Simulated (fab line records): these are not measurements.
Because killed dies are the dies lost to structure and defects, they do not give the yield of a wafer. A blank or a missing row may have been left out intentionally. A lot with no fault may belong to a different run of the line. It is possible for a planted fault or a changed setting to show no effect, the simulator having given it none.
Matching of chambers | flow n5Finfet | 4 sister chambers for N5_HKMG_FIN_STRIP_93 on rieDiel-03
The step strips SOC in N2/H2, time 20 s. 24 wafers are shown with their chamber, then 12 later ones without.

## EACH WAFER AND ITS CHAMBER
wafer  | chamber | throttleValvePct (%) | showerheadPlenumPTorr (Torr) | oesProductAu (a.u.)
L074.1 | 0       | 19.2                 | 3.21                         | 0.68
L074.2 | 3       | 18.9                 | 3.41                         | 0.90
L074.3 | 1       | 19.1                 | 3.31                         | 0.72
L077.2 | 1       | 19.1                 | 3.30                         | 0.72
L077.4 | 2       | 18.4                 | 3.35                         | 0.77
L077.6 | 0       | 19.2                 | 3.21                         | 0.68
L080.1 | 1       | 19.1                 | 3.30                         | 0.71
L080.3 | 2       | 18.4                 | 3.34                         | 0.77
L080.6 | 0       | 19.2                 | 3.21                         | 0.68
L084.1 | 1       | 19.1                 | 3.30                         | 0.70
L084.2 | 3       | 18.9                 | 3.40                         | 0.86
L084.3 | 0       | 19.2                 | 3.20                         | 0.66
L084.4 | 3       | 18.9                 | 3.40                         | 0.85
L084.5 | 1       | 19.1                 | 3.30                         | 0.71
L084.6 | 0       | 19.2                 | 3.20                         | 0.67
L085.1 | 3       | 18.9                 | 3.40                         | 0.85
L085.3 | 2       | 18.4                 | 3.34                         | 0.76
L085.5 | 0       | 19.2                 | 3.20                         | 0.66
L086.1 | 0       | 19.2                 | 3.20                         | 0.66
L086.3 | 1       | 19.1                 | 3.29                         | 0.69
L086.5 | 2       | 18.4                 | 3.34                         | 0.75
L090.1 | 1       | 19.1                 | 3.29                         | 0.69
L090.5 | 3       | 19.0                 | 3.40                         | 0.84
L090.6 | 0       | 19.3                 | 3.20                         | 0.66

SIGNATURES, as means of the wafers listed above
reading               | chamber 0 | chamber 1 | chamber 2 | chamber 3 | scatter within a chamber
throttleValvePct      | 19.212    | 19.100    | 18.400    | 18.920    | 0.0289
showerheadPlenumPTorr | 3.2038    | 3.2986    | 3.3425    | 3.4020    | 0.0056
oesProductAu          | 0.6688    | 0.7057    | 0.7625    | 0.8600    | 0.0144
Rule: a wafer's distance from a chamber is the root of the sum, over the readings, of the square of ((its reading less the chamber's mean) divided by the reading's scatter). The wafer belongs to the nearest chamber; if the next one is less than 2 further off, it can't be placed. The scatter: the root of (the sum of the squares of (reading less its chamber's mean) over the shown wafers, divided by (wafers less chambers)).

## WAFERS WITHOUT THEIR CHAMBER
wafer  | throttleValvePct (%) | showerheadPlenumPTorr (Torr) | oesProductAu (a.u.)
L092.1 | 19.2                 | 3.19                         | 0.66
L092.3 | 19.0                 | 3.39                         | 0.83
L092.4 | 19.3                 | 3.19                         | 0.66
L095.3 | 19.0                 | 3.39                         | 0.82
L095.4 | 18.7                 | 3.29                         | 0.97
L095.6 | 18.7                 | 3.29                         | 0.96
L096.1 | 18.7                 | 3.29                         | 0.96
L096.5 | 19.0                 | 3.39                         | 0.82
L096.6 | 18.4                 | 3.33                         | 0.73
L097.4 | 19.0                 | 3.38                         | 0.81
L097.5 | 18.7                 | 3.28                         | 0.95
L097.6 | 18.4                 | 3.32                         | 0.72

## WHICH CHAMBER EACH WENT THROUGH
wafer  | from the rows above | in truth
L092.1 | 0                   | 0
L092.3 | 3                   | 3
L092.4 | 0                   | 0
L095.3 | 3                   | 3
L095.4 | 2                   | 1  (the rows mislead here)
L095.6 | 2                   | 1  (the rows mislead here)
L096.1 | 2                   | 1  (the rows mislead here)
L096.5 | 3                   | 3
L096.6 | 2                   | 2
L097.4 | 3                   | 3
L097.5 | 2                   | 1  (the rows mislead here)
L097.6 | 2                   | 2
8 of 12 placed correctly. Not placeable from these rows: 0. Number placed wrongly: 4.
